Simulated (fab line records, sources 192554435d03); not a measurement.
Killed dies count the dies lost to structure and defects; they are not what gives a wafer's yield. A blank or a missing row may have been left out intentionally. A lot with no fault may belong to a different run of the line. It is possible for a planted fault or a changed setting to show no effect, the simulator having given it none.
Split-lot study -- flow n5 finfet -- route with 1938 steps; 7 lots, 39 wafers read

SPLIT DETAILS
At N5_BEOL_M11_CVD_75 (deposits Co from CCTBA/H2, target thk 2 nm, time 138.9 s), the setting target thk a was moved away from the recipe's 20 angstrom on 18 of the 39 wafers read, by -30.9% to +59.7%. This setting was run at the recipe's value on the other wafers.

Reading taken at the split's own step.

THE READING
Co_of_BEOL_M11_CVD_75.thk nm (the simulator's own value, which no gauge read), in nm, at N5_BEOL_M11_CVD_75 (deposits Co from CCTBA/H2, target thk 2 nm, time 138.9 s). The file does not state a usual value for it. Across the 21 wafers here that went through the recipe, the average is 2.0 nm and the standard deviation 0.15 nm.

wafer,"tool, chamber at the split","target thk a as run, angstrom",against the recipe,"Co_of_BEOL_M11_CVD_75.thk nm, nm",against lot-mates on the recipe
L077.1,"cvd co-02, 2,1",25.3,+26.5%,2.6,+0.5
L077.2,"cvd co-02, 2,1",25.3,+26.5%,2.6,+0.5
L077.3,"cvd co-02, 0",25.3,+26.5%,2.4,+0.3
L077.4,"cvd co-02, 2",20,recipe,2.2,-
L077.5,"cvd co-02, 0,1",20,recipe,2,-
L077.6,"cvd co-02, 0,1",20,recipe,2,-
L079.1,"cvd co-02, 1,2",20,recipe,2,-
L079.3,"cvd co-02, 1,2",20,recipe,2,-
L079.2,"cvd co-02, 0,1,0",28.16,+40.8%,2.8,+0.7
L079.5,"cvd co-02, 0,1,0",28.16,+40.8%,2.8,+0.7
L079.6,"cvd co-02, 0,1,0",28.16,+40.8%,2.8,+0.7
L079.4,"cvd co-02, 2",20,recipe,2.2,-
L081.1,"cvd co-01, 2",20,recipe,2,-
L081.2,"cvd co-01, 0",31.94,+59.7%,3,+1.0
L081.3,"cvd co-01, 1",31.94,+59.7%,3.4,+1.4
L081.4,"cvd co-01, 0",20,recipe,1.8,-
L081.5,"cvd co-01, 2",31.94,+59.7%,3.2,+1.2
L081.6,"cvd co-01, 1",20,recipe,2.2,-
L083.2,"cvd co-02, 1,2",20,recipe,2,-
L083.6,"cvd co-02, 1,2",20,recipe,2,-
L083.4,"cvd co-02, 0",20,recipe,1.8,-
L086.1,"cvd co-01, 2,0",20,recipe,2,-
L086.3,"cvd co-01, 2,0",20,recipe,2,-
L086.2,"cvd co-01, 1",31.03,+55.2%,3.4,+1.3
L086.4,"cvd co-01, 2,0",31.03,+55.2%,3,+0.9
L086.6,"cvd co-01, 2,0",31.03,+55.2%,3,+0.9
L086.5,"cvd co-01, 1",20,recipe,2.2,-
L089.1,"cvd co-02, 0",13.81,-30.9%,1.2,-0.7
L089.2,"cvd co-02, 2",13.81,-30.9%,1.4,-0.5
L089.5,"cvd co-02, 2",13.81,-30.9%,1.4,-0.5
L089.3,"cvd co-02, 2",20,recipe,2.2,-
L089.4,"cvd co-02, 0",20,recipe,1.8,-
L089.6,"cvd co-02, 0",20,recipe,1.8,-
L096.1,"cvd co-01, 2",20,recipe,2.2,-
L096.2,"cvd co-01, 0",20,recipe,1.8,-
L096.4,"cvd co-01, 0",20,recipe,1.8,-
L096.3,"cvd co-01, 1,1,2",25.87,+29.4%,2.6,+0.7
L096.5,"cvd co-01, 1,1,2",25.87,+29.4%,2.6,+0.7
L096.6,"cvd co-01, 1,1,2",25.87,+29.4%,2.6,+0.7
Rows listing several chambers each stand for several wafers; the file does not say which wafer went through which chamber.

FIT RESULTS
A straight line over all 39 wafers: Co_of_BEOL_M11_CVD_75.thk nm changes by +0.0204 nm for each +1% of target thk a; r = +0.97; the points scatter about the line by 0.14 nm.
The same after taking each lot's own level away (the mean of its wafers on the recipe; 39 wafers): +0.0195 nm for each +1%; r = +0.97; scatter 0.14 nm.
According to that fit, moving target thk a by its largest amount changes the reading by 1.2 nm.
Across the lots, their own levels run from 1.93 to 2.07 nm, a range of 0.9 times the standard deviation given above.
Consequently the slope shifts little with the lot-to-lot level, the two slopes agreeing.
Check: with one of the wafers moved furthest among these (+59.7%) left out of the fit, the line predicts +1.19 nm for it against its lot-mates. It came out at +1 nm against them.

OTHER SPLITS APPLIED TO THESE WAFERS
Other splits were also applied to these wafers ahead of the reading. Each is held against what the fit with the lots' levels taken away leaves over:
other split on the same wafers,wafers away from the commonest value,r with Co_of_BEOL_M11_CVD_75.thk nm (lot level and that fit taken away)
N5_FIN_CUT_CUT_ETCH_15 time s,9,+0.17
N5_SDB_CUT_ETCH_26 target depth a,15,+0.02
N5_HKMG_FIN_ETCH_35 target depth a,12,+0.22
N5_MOL_CONTACT_COAG_VIA_ETCH_46 target depth a,15,-0.06
N5_BEOL_M3_HM_DEP_02 target thk a,12,+0.19
N5_BEOL_M8_DEP_56 target thk a,12,-0.05

THE FILE'S OWN FIT
Co_of_BEOL_M11_CVD_75.thk nm changes by +0.0195 nm for each +1% of target thk a, r = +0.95.
